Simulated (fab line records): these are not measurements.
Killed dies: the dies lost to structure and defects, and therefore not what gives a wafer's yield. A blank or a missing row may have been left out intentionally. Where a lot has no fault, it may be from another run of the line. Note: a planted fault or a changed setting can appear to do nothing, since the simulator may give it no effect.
Chamber matching ; flow n5 finfet ; N5_SD_EPI_N_LINER_46 on ald sin-04 has 4 sister chambers
The step material SiNx, target thk 3 nm. 4 wafers are shown with their chamber, then 12 later ones without.

## WAFERS PAIRED WITH THEIR CHAMBERS
wafer;chamber;heater power w (W)
L090.1;3;866
L090.2;2;875
L091.3;1;764
L091.6;0;788

## WAFERS WHOSE CHAMBER IS MISSING
wafer;heater power w (W)
L093.1;868
L093.4;791
L093.6;757
L094.2;869
L094.3;903
L094.6;768
L095.2;869
L095.4;763
L095.5;751
L097.2;746
L097.3;871
L097.5;808

## EACH ONE'S CHAMBER
wafer;from the rows above;in truth
L093.1;can't be placed: 3 or 2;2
L093.4;can't be placed: 0 or 1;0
L093.6;can't be placed: 1 or 0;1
L094.2;can't be placed: 3 or 2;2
L094.3;can't be placed: 2 or 3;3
L094.6;can't be placed: 1 or 0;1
L095.2;can't be placed: 3 or 2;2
L095.4;can't be placed: 1 or 0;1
L095.5;can't be placed: 1 or 0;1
L097.2;can't be placed: 1 or 0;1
L097.3;can't be placed: 2 or 3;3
L097.5;can't be placed: 0 or 1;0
Correct placement for 0 of the 12. Unplaceable from these rows: 12, with the true chamber sitting among the candidates in 12. 0 placed wrongly.
How it was worked out, from the rows above alone: a wafer's distance from a chamber is the root of the sum, over the readings, of the square of ((its reading less the chamber's mean) divided by the reading's scatter). If the next closest chamber is less than 2 further off than the closest, the wafer can't be placed; otherwise it belongs to the closest. A chamber's mean is the mean of its shown wafers. The scatter: with one shown wafer a chamber, the root of the mean of the squares of how far each hidden wafer lies from its nearest shown one.
